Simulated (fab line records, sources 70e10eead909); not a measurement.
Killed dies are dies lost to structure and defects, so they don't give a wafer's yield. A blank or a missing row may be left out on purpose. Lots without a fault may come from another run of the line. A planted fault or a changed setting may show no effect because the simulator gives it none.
Which tool did it? | flow nand_harc | 12 lots, 36 wafers sampled, at 6 steps of a route of 1159

WHAT THE GAUGES READ, wafer by wafer
NHARC_P_START_INSPECT_01.
lot  | measured    | on                | raw_defect_count
L633 | day 1 18:02 | defect_inspect-01 | 4 5 1
L634 | day 2 00:02 | defect_inspect-02 | 4 2 3
L637 | day 2 18:02 | defect_inspect-02 | 8 5 4
L639 | day 3 06:02 | defect_inspect-02 | 2 3 2
L640 | day 3 12:02 | defect_inspect-01 | 4 4 7
L647 | day 5 06:02 | defect_inspect-01 | 1 4 1
L648 | day 5 12:02 | defect_inspect-02 | 9 2 3
L649 | day 5 18:02 | defect_inspect-02 | 6 4 1
L650 | day 6 00:02 | defect_inspect-01 | 2 3 2
L652 | day 6 12:02 | defect_inspect-01 | 7 5 2
L653 | day 6 18:02 | defect_inspect-02 | 2 3 2
L655 | day 7 06:02 | defect_inspect-01 | 3 4 2

NHARC_P_ZERO_WELL_CD_MEAS_37: target cd 720 nm.
lot  | measured    | on        | cd_nm (nm)
L633 | day 1 22:06 | cd_sem-03 | 719.3 720.2 718.3
L634 | day 2 04:14 | cd_sem-02 | 722.4 719.3 720.0
L637 | day 2 22:10 | cd_sem-03 | 718.2 720.3 719.3
L639 | day 3 10:12 | cd_sem-01 | 776.2 775.7 777.5
L640 | day 3 16:01 | cd_sem-03 | 719.8 719.1 718.9
L647 | day 5 10:05 | cd_sem-02 | 720.3 721.1 718.3
L648 | day 5 16:13 | cd_sem-02 | 720.6 719.6 719.0
L649 | day 5 22:13 | cd_sem-02 | 718.7 717.1 718.2
L650 | day 6 04:08 | cd_sem-03 | 719.8 718.7 719.6
L652 | day 6 16:35 | cd_sem-02 | 720.0 720.4 721.6
L653 | day 6 22:10 | cd_sem-02 | 721.0 720.2 717.6
L655 | day 7 10:16 | cd_sem-01 | 720.1 720.8 719.9

NHARC_END_SORT_01.
lot  | measured     | on        | killed_at_array | killed_at_other | killed_at_periphery | killed_dies | killed_open | killed_short
L633 | day 19 17:32 | prober-01 | 21 24 21        | 1 1 0           | 0 1 1               | 22 26 22    | 2 4 2       | 0 2 3
L634 | day 19 08:55 | prober-02 | 20 23 23        | 0 0 0           | 2 6 8               | 22 29 31    | 3 3 3       | 0 1 2
L637 | day 20 00:34 | prober-01 | 27 27 25        | 0 0 0           | 4 3 0               | 31 30 25    | 5 4 3       | 2 4 1
L639 | day 21 03:26 | prober-01 | 11 14 13        | 0 2 0           | 7 5 7               | 18 21 20    | 1 2 4       | 1 1 2
L640 | day 21 02:41 | prober-02 | 28 36 37        | 0 1 0           | 4 3 2               | 32 40 39    | 5 0 4       | 2 5 3
L647 | day 23 08:14 | prober-01 | 31 35 23        | 0 0 0           | 0 2 4               | 31 37 27    | 7 5 2       | 4 1 3
L648 | day 23 08:17 | prober-02 | 53 33 42        | 2 3 1           | 4 7 4               | 59 43 47    | 3 3 4       | 2 3 3
L649 | day 23 18:26 | prober-01 | 27 26 28        | 3 3 3           | 6 3 1               | 36 32 32    | 3 2 2       | 2 2 4
L650 | day 23 16:52 | prober-02 | 36 36 27        | 1 1 1           | 2 2 5               | 39 39 33    | 5 3 3       | 2 2 1
L652 | day 24 11:26 | prober-01 | 50 42 55        | 0 0 0           | 1 3 2               | 51 45 57    | 1 3 4       | 2 0 1
L653 | day 24 15:35 | prober-02 | 21 20 24        | 0 1 1           | 7 1 1               | 28 22 26    | 5 2 1       | 3 1 1
L655 | day 25 05:55 | prober-01 | 44 32 34        | 0 0 1           | 4 5 5               | 48 37 40    | 1 5 4       | 2 0 3

WHICH TOOL RAN EACH LOT (tool, then ch and the chambers of the sampled wafers, then the start)
lot  | NHARC_P_ZERO_WELL_EXPOSE_34      | NHARC_P_ZERO_WELL_RTA_42        | NHARC_P_STI_DESCUM_14
L633 | krf_scanner-01 ch 0, day 1 21:57 | rtp_anneal-01 ch 0, day 2 01:03 | rie_diel-09 ch 0,2, day 2 17:13
L634 | krf_scanner-02 ch 0, day 2 04:05 | rtp_anneal-02 ch 0, day 2 07:01 | rie_diel-11 ch 1,2,3, day 3 00:38
L637 | krf_scanner-01 ch 0, day 2 22:01 | rtp_anneal-02 ch 0, day 3 00:57 | rie_diel-09 ch 0,2, day 3 19:42
L639 | krf_scanner-02 ch 0, day 3 10:03 | rtp_anneal-02 ch 0, day 3 13:05 | rie_diel-06 ch 0,2,3, day 4 05:32
L640 | krf_scanner-02 ch 0, day 3 15:51 | rtp_anneal-01 ch 0, day 3 18:45 | rie_diel-06 ch 2,3, day 4 12:56
L647 | krf_scanner-02 ch 0, day 5 09:56 | rtp_anneal-02 ch 0, day 5 12:55 | rie_diel-09 ch 1,2, day 6 06:47
L648 | krf_scanner-02 ch 0, day 5 16:04 | rtp_anneal-01 ch 0, day 5 18:59 | rie_diel-11 ch 0,1,2, day 6 12:08
L649 | krf_scanner-02 ch 0, day 5 22:04 | rtp_anneal-02 ch 0, day 6 01:16 | rie_diel-06 ch 2,3, day 6 20:44
L650 | krf_scanner-01 ch 0, day 6 03:59 | rtp_anneal-02 ch 0, day 6 07:01 | rie_diel-11 ch 0,2,3, day 6 20:32
L652 | krf_scanner-02 ch 0, day 6 16:26 | rtp_anneal-01 ch 0, day 6 19:31 | rie_diel-11 ch 1,2,3, day 7 11:34
L653 | krf_scanner-02 ch 0, day 6 22:01 | rtp_anneal-01 ch 0, day 7 01:00 | rie_diel-11 ch 1,2,3, day 7 17:12
L655 | krf_scanner-04 ch 0, day 7 10:07 | rtp_anneal-02 ch 0, day 7 12:55 | rie_diel-09 ch 2,3, day 8 06:24
- NHARC_P_ZERO_WELL_EXPOSE_34: exposes mask P PWELL, target cd 720 nm.
- NHARC_P_ZERO_WELL_RTA_42: time 300 s.
- NHARC_P_STI_DESCUM_14: chemistry O2, time 3 s.

WHAT THE TOOLS THEMSELVES READ (means of the sampled wafers that have a number; where no wafer has one, the mark that the record gives instead)
NHARC_P_ZERO_WELL_RTA_42.
lot  | tool          | lamp_power_pct (%) | lamp_zone_2_pct (%) | lamp_zone_7_pct (%) | wafer_temp_C_max
L633 | rtp_anneal-01 | 39.44              | 39.43               | 39.75               | 1105.2
L634 | rtp_anneal-02 | 39.67              | 39.67               | 40.02               | 1105.4
L637 | rtp_anneal-02 | 39.67              | 39.64               | 40.04               | 1106.0
L639 | rtp_anneal-02 | 39.66              | 39.65               | 40.02               | 1104.4
L640 | rtp_anneal-01 | 39.39              | 39.40               | 39.74               | 1104.8
L647 | rtp_anneal-02 | 39.69              | 39.62               | 39.99               | 1105.4
L648 | rtp_anneal-01 | 39.43              | 39.47               | 39.83               | 1104.5
L649 | rtp_anneal-02 | 39.64              | 39.66               | 39.97               | 1106.5
L650 | rtp_anneal-02 | 39.67              | 39.69               | 40.05               | 1106.6
L652 | rtp_anneal-01 | 39.46              | 39.46               | 39.79               | 1105.1
L653 | rtp_anneal-01 | 39.42              | 39.39               | 39.74               | 1105.6
L655 | rtp_anneal-02 | 39.65              | 39.65               | 39.98               | 1105.8

NHARC_P_STI_DESCUM_14.
lot  | tool        | drypump_motor_current_A (A) | mfc_ar_sccm (sccm) | oes_product_au (a.u.) | rf_vpp_V (V) | showerhead_plenum_p_Torr (Torr) | throttle_valve_pct (%)
L633 | rie_diel-09 | 5.7                         | 0.005              | 0.993                 | 57.2         | 1.84                            | 11.303
L634 | rie_diel-11 | 5.7                         | 0.013              | 0.994                 | 58.0         | 1.97                            | 11.306
L637 | rie_diel-09 | 5.7                         | 0.005              | 1.002                 | 57.3         | 1.83                            | 11.305
L639 | rie_diel-06 | 5.8                         | 0.000              | 0.999                 | 58.1         | 1.88                            | 11.316
L640 | rie_diel-06 | 5.8                         | 0.000              | 1.000                 | 57.0         | 1.89                            | 11.317
L647 | rie_diel-09 | 5.1                         | 0.008              | 0.993                 | 57.4         | 1.86                            | 11.317
L648 | rie_diel-11 | 5.8                         | 0.017              | 0.994                 | 57.8         | 1.93                            | 11.304
L649 | rie_diel-06 | 5.8                         | 0.000              | 0.992                 | 57.8         | 1.94                            | 11.313
L650 | rie_diel-11 | 6.0                         | 0.017              | 1.002                 | 57.7         | 1.94                            | 11.310
L652 | rie_diel-11 | 5.7                         | 0.013              | 1.000                 | 58.3         | 1.97                            | 11.309
L653 | rie_diel-11 | 5.7                         | 0.013              | 1.001                 | 57.9         | 1.97                            | 11.307
L655 | rie_diel-09 | 5.5                         | 0.004              | 1.004                 | 58.6         | 1.92                            | 11.307

THE ANSWER, worked out from the rows above alone
Rule: what is usual is taken from the lots themselves. Put in order of their means at a reading, lots are off if they are a third of the lots or fewer, leave a main group of 4 or more, and stand apart from it by a gap of 3 or more times the standard deviation of the main group's means; of several such gaps the widest counts. A main group whose means are all the same, to the digits that the tables above print for the reading, isn't used. A lot without any number at a reading at which 4 lots or more have one is off too. The other lots that the step has rows for count as sound. The gauges are gone through in route order, then the tools' own readings, and for those a lot's mean is taken as printed above. The first step at which some lot is off is used, and at that step the reading that is off furthest; a lot without a number counts as furthest.
Off: L639, at NHARC_P_ZERO_WELL_CD_MEAS_37 (cd_nm). The main group: mean 719.6 nm, standard deviation 0.71.
A tool fits if, at a process step before that reading, it ran every lot that is off, and no sound lot after the first of them. The gauges at NHARC_P_ZERO_WELL_CD_MEAS_37 are tried like those tools. None of those tried fits.

WHAT THE SIMULATOR HAD PUT IN
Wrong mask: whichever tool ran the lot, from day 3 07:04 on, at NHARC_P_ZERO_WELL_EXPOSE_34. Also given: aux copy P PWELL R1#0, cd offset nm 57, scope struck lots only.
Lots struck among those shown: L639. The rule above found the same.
